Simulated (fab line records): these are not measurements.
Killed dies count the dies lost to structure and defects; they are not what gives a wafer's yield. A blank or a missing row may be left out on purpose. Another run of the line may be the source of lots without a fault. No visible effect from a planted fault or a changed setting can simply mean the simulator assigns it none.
Matching of chambers ; flow nandHarc ; NHARC_A_STAIRCASE_ETCH_169 on rieDiel-05 has 4 sister chambers
The step etches the open film in CH3F/O2, target depth 50 nm, time 107.1 s. 4 wafers are shown with their chamber, then 10 later ones without.

== EACH WAFER AND ITS CHAMBER ==
wafer;chamber;showerheadPlenumPTorr (Torr)
L084.4;3;2.49
L086.6;0;2.51
L088.3;1;2.33
L088.4;2;2.63

== WAFERS WHOSE CHAMBER IS MISSING ==
wafer;showerheadPlenumPTorr (Torr)
L088.5;2.63
L091.2;2.50
L091.4;2.62
L091.5;2.50
L095.2;2.62
L095.3;2.50
L095.6;2.62
L096.1;2.47
L096.5;2.49
L096.6;2.32

== WHICH CHAMBER EACH ONE RAN IN ==
wafer;from the rows above;in truth
L088.5;2;2
L091.2;can't be placed: 0 or 3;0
L091.4;2;2
L091.5;can't be placed: 0 or 3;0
L095.2;2;2
L095.3;can't be placed: 0 or 3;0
L095.6;2;2
L096.1;can't be placed: 3 or 0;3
L096.5;can't be placed: 3 or 0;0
L096.6;1;1
Correctly placed: 5 of 10. These rows do not allow placing 5 (true chamber among the candidates in 5). Number placed wrongly: 0.
How it was worked out, from the rows above alone: a wafer's distance from a chamber is the root of the sum, over the readings, of the square of ((its reading less the chamber's mean) divided by the reading's scatter). If the next closest chamber is less than 2 further off than the closest, the wafer can't be placed; otherwise it belongs to the closest. The mean given for a chamber averages the wafers shown for that chamber. The scatter (one wafer shown for each chamber): square how far every hidden wafer sits from the nearest shown wafer, average those squares and take the square root.
